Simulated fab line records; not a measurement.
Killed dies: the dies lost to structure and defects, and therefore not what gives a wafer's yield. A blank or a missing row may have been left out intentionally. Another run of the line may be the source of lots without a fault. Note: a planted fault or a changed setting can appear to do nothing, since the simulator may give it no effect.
Chamber matching ; flow nand_harc ; cmp-03 running NHARC_P_CONTACT_CMP_24: 4 sister chambers
The step polishes, t overpolish 30 s, target thk 200 nm. 8 wafers are shown with their chamber, then 7 later ones without.

## WAFERS WITH THEIR CHAMBER
wafer;chamber;motor_current_A (A);time_to_endpoint_s (s)
L081.4;0;13.0;44
L082.1;1;14.3;45
L082.5;0;13.4;46
L083.2;2;13.7;43
L083.3;1;13.2;46
L083.5;3;10.6;45
L086.1;2;12.8;40
L086.3;3;10.5;40

## WAFERS MISSING THEIR CHAMBER
wafer;motor_current_A (A);time_to_endpoint_s (s)
L086.4;13.8;42
L089.1;13.8;41
L089.4;12.9;43
L089.5;14.5;43
L091.2;15.1;44
L091.4;14.0;43
L091.5;12.7;45

## WHICH CHAMBER EACH ONE RAN IN
wafer;from the rows above;in truth
L086.4;can't be placed: 2 or 1 or 0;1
L089.1;can't be placed: 2 or 1 or 0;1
L089.4;can't be placed: 2 or 0 or 1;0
L089.5;can't be placed: 1 or 2 or 0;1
L091.2;can't be placed: 1 or 0 or 2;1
L091.4;can't be placed: 1 or 2 or 0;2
L091.5;can't be placed: 0 or 2 or 1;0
0 of 7 placed correctly. These rows do not allow placing 7 (true chamber among the candidates in 7). Number placed wrongly: 0.
How it was worked out, from the rows above alone: a wafer's distance from a chamber is the root of the sum, over the readings, of the square of ((its reading less the chamber's mean) divided by the reading's scatter). The wafer belongs to the nearest chamber; if the next one is less than 2 further off, it can't be placed. The mean given for a chamber averages the wafers shown for that chamber. The scatter is the square root of a quotient: the sum, over the shown wafers, of each reading's squared deviation from its chamber's mean, divided by wafers minus chambers.
